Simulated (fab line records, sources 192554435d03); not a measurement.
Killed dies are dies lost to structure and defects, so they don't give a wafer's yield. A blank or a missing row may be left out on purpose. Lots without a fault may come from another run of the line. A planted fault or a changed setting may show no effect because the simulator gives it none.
Which tool did it? | flow n5_finfet | 12 lots, 36 wafers sampled, at 1 step of a route of 1938

WHAT THE GAUGES READ, wafer by wafer
N5_START_INSPECT_01: inspects for defects (unpatterned scan).
lot  | measured    | on                | raw_defect_count
L075 | day 1 18:02 | defect_inspect-02 | 6 6 4
L077 | day 2 06:02 | defect_inspect-02 | 4 5 8
L079 | day 2 18:02 | defect_inspect-02 | 6 7 3
L081 | day 3 06:02 | defect_inspect-02 | 4 1 3
L083 | day 3 18:02 | defect_inspect-01 | 6 10 6
L085 | day 4 06:02 | defect_inspect-02 | 6 6 3
L087 | day 4 18:02 | defect_inspect-01 | 5 10 5
L089 | day 5 06:02 | defect_inspect-01 | 5 4 6
L091 | day 5 18:02 | defect_inspect-02 | 8 6 2
L093 | day 6 06:02 | defect_inspect-02 | 6 2 8
L095 | day 6 18:02 | defect_inspect-02 | 3 3 7
L097 | day 7 06:02 | defect_inspect-01 | 3 3 3

WHICH TOOL RAN EACH LOT (tool, then ch and the chambers of the sampled wafers, then the start)
The record holds no process step before these readings.

THE ANSWER, worked out from the rows above alone
Rule: what is usual is taken from the lots themselves. Put in order of their means at a reading, lots are off if they are a third of the lots or fewer, leave a main group of 4 or more, and stand apart from it by a gap of 3 or more times the standard deviation of the main group's means; of several such gaps the widest counts. A main group whose means are all the same, to the digits that the tables above print for the reading, isn't used. A lot without any number at a reading at which 4 lots or more have one is off too. The other lots that the step has rows for count as sound.
No lot is off at any reading shown: from this, nothing can be told.

WHAT THE SIMULATOR HAD PUT IN
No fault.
